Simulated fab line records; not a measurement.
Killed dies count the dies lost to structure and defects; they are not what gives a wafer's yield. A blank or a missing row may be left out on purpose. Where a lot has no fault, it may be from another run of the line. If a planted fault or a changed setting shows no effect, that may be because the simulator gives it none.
Problem report, 8D (eight disciplines) form, completed by code :: flow n5 finfet :: the parts of the form that need people (team, actions taken, sign-off) are left out

1. THE ISSUE
Wafers free of any fault read 5.79 (standard deviation 0.15) for CJ_P at N5_BEOL_M4_RC_MEAS_101, against a mean of 7.22 on 9 wafers of 3 lots. Relative to the usual mean, that is a shift of +9.5 standard deviations.
First seen on wafer L191.3, day 9 16:45, on prober-01. The record has a number at this step for 27 wafers belonging to 9 lots. Rule for "out" (also "out of limits"): further than 4 standard deviations from the usual mean. Any other wafer with a number is counted as sound.

2. WHAT THIS IS AND IS NOT
question: which readings at this step
is: CJ_P
is not: DIBL_N, DIBL_P, IOFF_N, IOFF_P, ION_N, ION_P, SS_N, VT_N, VT_P

question: which lots
is: L190, L191, L193
is not: L188, L189, L201, L203, L204, L209

question: which wafers of those lots
is: all that have a number
is not: -

question: read on which gauges
is: prober-01, prober-02
is not: -

question: when
is: from day 9 16:45
is not: up to then (3 sound wafers); but 15 sound wafers of L189, L201, L203, L204, L209 came after

3. WHAT RULES OUT EACH SUSPECT
Counting: a tool stays on the suspect list if, at a process step up to the reading, it processed all lots that are out and no sound lot following the first of them.
- ruled out: the gauge at N5_BEOL_M4_RC_MEAS_101. Those wafers that are out were read across 2 gauges (prober-01, prober-02).
- implanter-01 at N5_WELL_APT_IMPLANT_15: ruled out as a lasting fault. After its first lot that is out, L190 (day 2 14:34), sound lots L203 ran on it.
Left after counting: nothing in the record.

4. THE CAUSE (what the simulator had put in)
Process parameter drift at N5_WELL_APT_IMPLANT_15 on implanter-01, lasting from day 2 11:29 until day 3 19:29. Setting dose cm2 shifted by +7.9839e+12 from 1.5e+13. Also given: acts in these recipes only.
It was ruled out by counting, in error; the rule expects a fault to strike all lots run on its tool from its start on, and this fault did not.

5. THE CHAIN OF EFFECTS, in route order
Each row: a reading where the mean over the struck wafers with a number is more than 3 standard deviations away from the usual. Readings are gone through only where the record gives a usual standard deviation; hours: the median, over the lots, of the time from a lot's start at the first step in this table giving one to that lot's start at this step; sigmas: the change measured in usual standard deviations.
hours: 0
step: N5_WELL_APT_IMPLANT_15
reading: dose ions cm2
usual: 1.5001e+13
on struck wafers: 2.2982e+13
change: +7.9814e+12
sigmas: +99 or more

hours: 0
step: N5_WELL_APT_IMPLANT_15
reading: faraday current uA
usual: 190
on struck wafers: 292
change: +102
sigmas: +28

hours: 175
step: N5_BEOL_M4_RC_MEAS_101
reading: CJ_P
usual: 5.79
on struck wafers: 7.22
change: +1.43
sigmas: +9.5

hours: 175
step: N5_BEOL_M4_RC_MEAS_101
reading: IOFF_P_LONG
usual: 0.000104 nA/um
on struck wafers: 0.000142
change: +0.000038
sigmas: +4.5
The process steps in it:
- N5_WELL_APT_IMPLANT_15

6. HOW IT WOULD HAVE BEEN CAUGHT EARLIER
173 hours passed between the start of the fault at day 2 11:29 and the first reading out of limits at a measuring or inspecting step in this record, taken at day 9 16:45.
At N5_WELL_APT_IMPLANT_15, the tool's own readings (dose ions cm2, faraday current uA) were out on each struck wafer the step has a row for, so an alarm limit on them would have fired on the first such wafer.
